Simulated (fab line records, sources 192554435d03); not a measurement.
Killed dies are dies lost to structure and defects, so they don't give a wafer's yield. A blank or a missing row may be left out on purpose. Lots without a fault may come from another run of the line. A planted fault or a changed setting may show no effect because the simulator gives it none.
Split-lot experiment | flow n5_finfet | 7 lots, 39 wafers read, on a route of 1938 steps

THE SPLIT
At N5_BEOL_M6_DEP_56 (deposits SiCN from 3MS/NH3, target thk 10 nm, time 17.5 s), the setting target_thk_a was moved away from the recipe's 100 angstrom on 9 of the 39 wafers read, by -47.0% to +30.1%. The other wafers ran this setting at the recipe's value.

The reading is taken at the split's own step.

THE READING
SiCN_of_BEOL_M6_DEP_56.thk_nm (the simulator's own value, which no gauge read), in nm, at N5_BEOL_M6_DEP_56 (deposits SiCN from 3MS/NH3, target thk 10 nm, time 17.5 s). The file gives no usual value for it. The 30 wafers here that ran the recipe average 10.1 nm, standard deviation 0.18 nm.

wafer  | tool, chamber at the split | target_thk_a as run, angstrom | against the recipe | SiCN_of_BEOL_M6_DEP_56.thk_nm, nm | against lot-mates on the recipe
L082.1 | pecvd-03, 0                | 130.1                         | +30.1%             | 13                                | +2.7
L082.2 | pecvd-03, 1,2              | 100                           | recipe             | 10.2                              | -
L082.3 | pecvd-03, 1,2              | 100                           | recipe             | 10.2                              | -
L082.4 | pecvd-03, 0                | 130.1                         | +30.1%             | 13.4                              | +3.1
L082.5 | pecvd-03, 1                | 100                           | recipe             | 10.4                              | -
L082.6 | pecvd-03, 2                | 130.1                         | +30.1%             | 13.2                              | +2.9
L080.1 | pecvd-04, 1                | 100                           | recipe             | 9.6                               | -
L080.2 | pecvd-04, 2                | 100                           | recipe             | 9.8                               | -
L080.3 | pecvd-04, 0,1,0            | 100                           | recipe             | 10                                | -
L080.4 | pecvd-04, 0,1,0            | 100                           | recipe             | 10                                | -
L080.6 | pecvd-04, 0,1,0            | 100                           | recipe             | 10                                | -
L080.5 | pecvd-04, 2                | 100                           | recipe             | 10.2                              | -
L088.1 | pecvd-03, 1,0              | 53.01                         | -47.0%             | 5.6                               | -4.6
L088.4 | pecvd-03, 1,0              | 53.01                         | -47.0%             | 5.6                               | -4.6
L088.2 | pecvd-03, 0                | 53.01                         | -47.0%             | 5.4                               | -4.8
L088.3 | pecvd-03, 2                | 100                           | recipe             | 10                                | -
L088.5 | pecvd-03, 2                | 100                           | recipe             | 10.2                              | -
L088.6 | pecvd-03, 1                | 100                           | recipe             | 10.4                              | -
L092.2 | pecvd-03, 0                | 100                           | recipe             | 9.8                               | -
L092.3 | pecvd-03, 2,1              | 100                           | recipe             | 10                                | -
L092.6 | pecvd-03, 2,1              | 100                           | recipe             | 10                                | -
L094.1 | pecvd-03, 1,2,0,1          | 100                           | recipe             | 10                                | -
L094.2 | pecvd-03, 1,2,0,1          | 100                           | recipe             | 10                                | -
L094.3 | pecvd-03, 1,2,0,1          | 100                           | recipe             | 10                                | -
L094.6 | pecvd-03, 1,2,0,1          | 100                           | recipe             | 10                                | -
L094.4 | pecvd-03, 2,0              | 100                           | recipe             | 10.2                              | -
L094.5 | pecvd-03, 2,0              | 100                           | recipe             | 10.2                              | -
L095.1 | pecvd-01, 2                | 100                           | recipe             | 10                                | -
L095.2 | pecvd-01, 0,2,0,2,0        | 100                           | recipe             | 10.2                              | -
L095.3 | pecvd-01, 0,2,0,2,0        | 100                           | recipe             | 10.2                              | -
L095.4 | pecvd-01, 0,2,0,2,0        | 100                           | recipe             | 10.2                              | -
L095.5 | pecvd-01, 0,2,0,2,0        | 100                           | recipe             | 10.2                              | -
L095.6 | pecvd-01, 0,2,0,2,0        | 100                           | recipe             | 10.2                              | -
L097.1 | pecvd-01, 2                | 100                           | recipe             | 10.2                              | -
L097.3 | pecvd-01, 2                | 100                           | recipe             | 10.2                              | -
L097.2 | pecvd-01, 0                | 83.73                         | -16.3%             | 8.6                               | -1.7
L097.6 | pecvd-01, 0                | 83.73                         | -16.3%             | 8.6                               | -1.7
L097.4 | pecvd-01, 0                | 83.73                         | -16.3%             | 8.8                               | -1.5
L097.5 | pecvd-01, 2                | 100                           | recipe             | 10.4                              | -
Where a row lists several chambers, the file gives one row for several wafers and doesn't say which wafer went through which chamber.

THE FIT
A straight line over all 39 wafers: SiCN_of_BEOL_M6_DEP_56.thk_nm changes by +0.0983 nm for each +1% of target_thk_a; r = +0.99; the points scatter about the line by 0.18 nm.
The same after taking each lot's own level away (the mean of its wafers on the recipe; 39 wafers): +0.0987 nm for each +1%; r = +1.00; scatter 0.13 nm.
On that fit, the largest move of target_thk_a shifts the reading by 4.6 nm.
The lots' own levels span 9.93 to 10.27 nm, that is 1.9 times the standard deviation above.
So the lot-to-lot level changes the slope little: the two slopes agree.
Check: with one of the wafers moved furthest among these (-47.0%) left out of the fit, the line predicts -4.65 nm for it against its lot-mates. It came out at -4.6 nm against them.

OTHER SPLITS ON THESE WAFERS
These wafers also went through other splits before the reading. Each is held against what the fit with the lots' levels taken away leaves over:
other split on the same wafers              | wafers away from the commonest value | r with SiCN_of_BEOL_M6_DEP_56.thk_nm (lot level and that fit taken away)
N5_BEOL_M0_SAQP_SPACER2_ALD_26 target_thk_a | 15                                   | -0.08
N5_BEOL_M1_ALD_84 ald_cycles                | 12                                   | +0.13
N5_BEOL_M4_DEP_57 target_thk_a              | 15                                   | +0.08

THE FILE'S OWN FIT
SiCN_of_BEOL_M6_DEP_56.thk_nm changes by +0.0987 nm for each +1% of target_thk_a, r = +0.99.
